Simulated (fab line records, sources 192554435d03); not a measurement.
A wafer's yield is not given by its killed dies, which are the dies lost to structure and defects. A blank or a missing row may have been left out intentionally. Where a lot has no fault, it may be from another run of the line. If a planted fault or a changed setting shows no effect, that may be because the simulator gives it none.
Matching of chambers    flow n5Finfet    pecvd-01 running N5_BEOL_M8_DEP_56: 3 sister chambers
The step deposits SiCN from 3MS/NH3, target thk 10 nm, time 17.5 s. 18 wafers are shown with their chamber, then 9 later ones without.

## WAFERS WITH THEIR CHAMBER
wafer   chamber  showerheadPlenumPTorr (Torr)  throttleValvePct (%)
L077.1  1        3.665                         9.0
L077.4  2        3.679                         9.2
L077.6  2        3.680                         9.1
L079.1  1        3.664                         9.0
L079.2  0        3.667                         9.1
L079.3  2        3.671                         9.1
L079.4  0        3.661                         8.8
L079.5  2        3.676                         8.8
L079.6  1        3.656                         9.2
L083.1  1        3.664                         9.0
L083.3  2        3.668                         9.1
L083.5  0        3.668                         9.1
L088.3  0        3.674                         9.1
L088.4  1        3.668                         9.1
L088.5  0        3.669                         9.0
L089.1  2        3.673                         9.1
L089.3  1        3.672                         8.8
L089.4  1        3.664                         9.1

SIGNATURES (means of the wafers above)
reading                chamber 0  chamber 1  chamber 2  scatter within a chamber
showerheadPlenumPTorr  3.66780    3.66471    3.67450    0.00475
throttleValvePct       9.020      9.029      9.067      0.131
Rule: a wafer's distance from a chamber is the root of the sum, over the readings, of the square of ((its reading less the chamber's mean) divided by the reading's scatter). If the next closest chamber is less than 2 further off than the closest, the wafer can't be placed; otherwise it belongs to the closest. The scatter: take each reading less its chamber's mean, square it, sum over the shown wafers, divide by the number of wafers less the number of chambers, and take the root.

## WAFERS WHOSE CHAMBER IS MISSING
wafer   showerheadPlenumPTorr (Torr)  throttleValvePct (%)
L090.1  3.657                         9.2
L090.2  3.665                         9.3
L090.3  3.654                         8.7
L096.1  3.672                         8.8
L096.2  3.679                         9.1
L096.6  3.665                         9.1
L097.1  3.661                         9.3
L097.2  3.663                         9.0
L097.4  3.666                         9.2

## WHICH CHAMBER EACH WENT THROUGH
wafer   from the rows above           in truth
L090.1  can't be placed: 1 or 0 or 2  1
L090.2  can't be placed: 1 or 0 or 2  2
L090.3  can't be placed: 1 or 0 or 2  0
L096.1  can't be placed: 0 or 2 or 1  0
L096.2  can't be placed: 2 or 0       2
L096.6  can't be placed: 1 or 0 or 2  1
L097.1  can't be placed: 1 or 0 or 2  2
L097.2  can't be placed: 1 or 0       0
L097.4  can't be placed: 1 or 0 or 2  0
Placed correctly: 0 of 9. Can't be placed from these rows: 9 (the true chamber is among the candidates in 9). Wrongly placed: 0.
